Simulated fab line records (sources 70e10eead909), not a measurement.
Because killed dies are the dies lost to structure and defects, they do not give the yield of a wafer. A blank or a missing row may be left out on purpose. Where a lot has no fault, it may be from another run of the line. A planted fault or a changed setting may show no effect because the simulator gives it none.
Comparing a struck lot with a sound one + flow nandHarc + 15 out of 1302 route steps
Sound: these wafers, L104.2, L104.4, L104.5. Wafers L115.1, L115.4, L115.6 were the ones struck. Last of all comes the cause.
At each step with rows: each side's tool, then ch and its chambers, then its first start. Under that, the readings that differ: sound wafers + struck wafers + difference of the means + sigmas: that difference in standard deviations of wafers without a fault.
alike: words and numbers the same on both sides, and readings whose means are apart by under 2 such deviations; not compared: readings that were withheld, readings missing a value for some wafer, numbers with overlapping values and no deviation given by the record, and bounds like >300 which may hide the same value.
The two part at a step that has a row with sigmas, a row that says differs or no value, or rows on one side only. Numbers that have no deviation but don't overlap get no sigmas and don't part them. A reading missing from all wafers of one side parts the sides only when that side holds two or more wafers.

first, 7 steps without rows for these wafers: NHARC_P_GATE_HMDS_04 (time 30 s); NHARC_P_GATE_COAT_05; NHARC_P_GATE_SOFTBAKE_06 (time 95 s); NHARC_P_GATE_EBR_07; NHARC_P_GATE_EXPOSE_08 (exposes mask P HV); NHARC_P_GATE_PEB_09 (peb time 85 s); NHARC_P_GATE_DEVELOP_10 (time 70 s).
NHARC_P_GATE_CD_MEAS_11: the cd target is 1640 nm.
  sound on cdSem-03 ch 0, day 5 20:07; struck on cdSem-02 ch 0, day 10 08:49
  alike: cdNm
then, 1 step without rows for these wafers: NHARC_P_GATE_HARDBAKE_12 (time 80 s).
NHARC_P_GATE_DESCUM_13: chemistry O2, time 3 s.
  sound on rieDiel-09 ch 0,1, day 5 20:16; struck on rieDiel-09 ch 1,3, day 10 08:59
| reading              | sound                | struck               | difference | sigmas |
|----------------------|----------------------|----------------------|------------|--------|
| oesProductAu (a.u.)  | 0.977 0.975 0.978    | 1.011 1.022 1.010    | +0.038     | +3     |
| throttleValvePct (%) | 11.285 11.302 11.299 | 11.318 11.321 11.320 | +0.024     | +3     |
  alike: drypumpMotorCurrentA, rfVppV, showerheadPlenumPTorr
  not compared: rfHoursCounterH
then, 2 steps without rows for these wafers: NHARC_P_GATE_ETCH_14 (etches SiO2 in dHF, target depth 48.8 nm); NHARC_P_GATE_STRIP_15 (strips in SPM, time 780 s).
NHARC_P_GATE_PRECLEAN_71: cleans in SC1.
  sound on wetBench-09 ch 1,2,3, day 5 20:30; struck on wetBench-09 ch 1,2,4, day 10 09:12
  alike: bathHeatDutyPct
  not compared: runLengthS
then, 1 step without rows for these wafers: NHARC_P_GATE_SRD_72.
-- record jumps: 20 days between struck wafers' starts before vs after; left off in module P_GATE, resumes in module END, first step shown is number 1302 of the route --
NHARC_END_SORT_01:
  sound on prober-01 ch 0, day 25 20:15; struck on prober-02 ch 0, day 30 01:40
  alike: killedAtArray, killedAtOther, killedAtPeriphery, killedDies, killedOpen, killedShort

WHERE THEY PART
Only at NHARC_P_GATE_DESCUM_13, as far as this record shows. Later steps at which nothing parts them and some readings are alike: NHARC_P_GATE_PRECLEAN_71, NHARC_END_SORT_01.

WHY: the cause the simulator had injected
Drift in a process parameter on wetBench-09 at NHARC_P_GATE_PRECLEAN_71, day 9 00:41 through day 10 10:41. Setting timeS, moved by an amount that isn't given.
